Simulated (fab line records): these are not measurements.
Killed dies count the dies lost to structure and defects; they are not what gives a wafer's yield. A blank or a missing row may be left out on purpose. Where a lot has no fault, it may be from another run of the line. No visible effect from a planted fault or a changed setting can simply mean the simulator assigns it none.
Chamber matching :: flow n5Finfet :: 4 sister chambers for N5_GATE_CUT_CMP_61 on cmp-01
The step polishes, stops on SiNx, t overpolish 3 s. 4 wafers are shown with their chamber, then 8 later ones without.

WAFERS, EACH WITH ITS CHAMBER
wafer: L640.5
chamber: 1
motorCurrentA (A): 11.2

wafer: L642.2
chamber: 2
motorCurrentA (A): 11.5

wafer: L642.4
chamber: 3
motorCurrentA (A): 12.0

wafer: L643.1
chamber: 0
motorCurrentA (A): 13.4

WAFERS WITH NO CHAMBER GIVEN
wafer: L643.4
motorCurrentA (A): 11.1

wafer: L643.5
motorCurrentA (A): 13.7

wafer: L653.1
motorCurrentA (A): 10.5

wafer: L653.2
motorCurrentA (A): 12.8

wafer: L653.4
motorCurrentA (A): 11.9

wafer: L657.2
motorCurrentA (A): 13.2

wafer: L657.4
motorCurrentA (A): 11.3

wafer: L657.6
motorCurrentA (A): 13.1

WHICH CHAMBER EACH WENT THROUGH
wafer: L643.4
from the rows above: can't be placed: 1 or 2
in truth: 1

wafer: L643.5
from the rows above: 0
in truth: 0

wafer: L653.1
from the rows above: can't be placed: 1 or 2
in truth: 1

wafer: L653.2
from the rows above: can't be placed: 0 or 3 or 2
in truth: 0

wafer: L653.4
from the rows above: can't be placed: 3 or 2 or 1
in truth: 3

wafer: L657.2
from the rows above: 0
in truth: 0

wafer: L657.4
from the rows above: can't be placed: 1 or 2 or 3
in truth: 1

wafer: L657.6
from the rows above: 0
in truth: 0
Correct placement for 3 of the 8. Unplaceable from these rows: 5, with the true chamber sitting among the candidates in 5. Placed wrongly: 0.
How it was worked out, from the rows above alone: a wafer's distance from a chamber is the root of the sum, over the readings, of the square of ((its reading less the chamber's mean) divided by the reading's scatter). The wafer belongs to the nearest chamber; if the next one is less than 2 further off, it can't be placed. The mean given for a chamber averages the wafers shown for that chamber. The scatter: with one shown wafer a chamber, the root of the mean of the squares of how far each hidden wafer lies from its nearest shown one.
